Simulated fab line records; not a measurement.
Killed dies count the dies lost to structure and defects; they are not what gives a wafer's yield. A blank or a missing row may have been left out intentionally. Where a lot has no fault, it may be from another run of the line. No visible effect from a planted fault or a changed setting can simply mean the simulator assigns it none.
A struck lot beside a sound one :: flow nand_harc :: 13 steps out of a route of 1302
Sound: the wafers L874.1, L874.2, L874.3. The struck wafers were L869.1, L869.4, L869.6. At the end, the cause is stated.
For every step that has rows: the tool of each side, followed by ch and its chambers, followed by its first start. Under that, the readings that differ: sound wafers :: struck wafers :: difference of the means :: sigmas: that difference in standard deviations of wafers without a fault.
alike: a reading whose means differ by less than 2 such deviations, as well as words and numbers matching on both sides. not compared: withheld readings; readings where some wafer has no value; bounds like >300 that might hide an equal value; numbers whose values overlap and for which the record gives no deviation.
Wherever a step has rows on one side only, a row that says differs or no value, or a row with sigmas, the two part there. Numbers that have no deviation but don't overlap get no sigmas and don't part them. A reading missing from all wafers of one side parts the sides only when that side holds two or more wafers.

NHARC_A_STAIRCASE_TRIM_202: chemistry O2, time 211.2 s.
  sound: rie_diel-02 ch 0,2,3; struck: rie_diel-02 ch 1,2
  alike: drypump_motor_current_A, oes_product_au, rf_vpp_V, showerhead_plenum_p_Torr, throttle_valve_pct
  not compared: rf_hours_counter_h
NHARC_A_STAIRCASE_ETCH_203: etches the open film in C4F8/O2, target depth 100 nm, time 40.5 s.
  sound: rie_diel-02 ch 0,1,2; struck: rie_diel-02 ch 0,2,3
  alike: oes_product_au, rf_vpp_V
  not compared: rf_hours_counter_h
NHARC_A_STAIRCASE_STRIP_205: strips in O2.
  sound on plasma_asher-01 ch 0,1, day 22 00:32; struck on plasma_asher-01 ch 0,1, day 20 08:46
  alike: drypump_motor_current_A, heater_power_w
  not compared: rf_hours_counter_h
then, 8 steps without rows for these wafers: NHARC_A_STAIRCASE_STRIP_206 (strips in SPM, time 900 s); NHARC_A_STAIRCASE_PRECLEAN_207 (cleans in SC1); NHARC_A_STAIRCASE_SRD_208; NHARC_A_STAIRCASE_DEHYDRATE_209 (time 120 s); NHARC_A_STAIRCASE_HMDS_210 (time 30 s); NHARC_A_STAIRCASE_COAT_211; NHARC_A_STAIRCASE_SOFTBAKE_212 (time 170 s); NHARC_A_STAIRCASE_EBR_213.
NHARC_A_STAIRCASE_EXPOSE_214: exposes mask STAIR 3.
  sound on krf_scanner-01 ch 0, day 22 01:41; struck on krf_scanner-04, day 20 09:50
  no value came back on the struck wafers for exposure_dose_mJ_cm2, focus_offset_nm (nm), na; on the sound wafers exposure_dose_mJ_cm2 reads 31.243 31.217 31.233
  alike: mask
then, 1 step without rows for these wafers: NHARC_A_STAIRCASE_PEB_215 (peb time 130 s).

## WHERE THEY PART
Only at NHARC_A_STAIRCASE_EXPOSE_214, within this record.

WHY: what had been put in by the simulator
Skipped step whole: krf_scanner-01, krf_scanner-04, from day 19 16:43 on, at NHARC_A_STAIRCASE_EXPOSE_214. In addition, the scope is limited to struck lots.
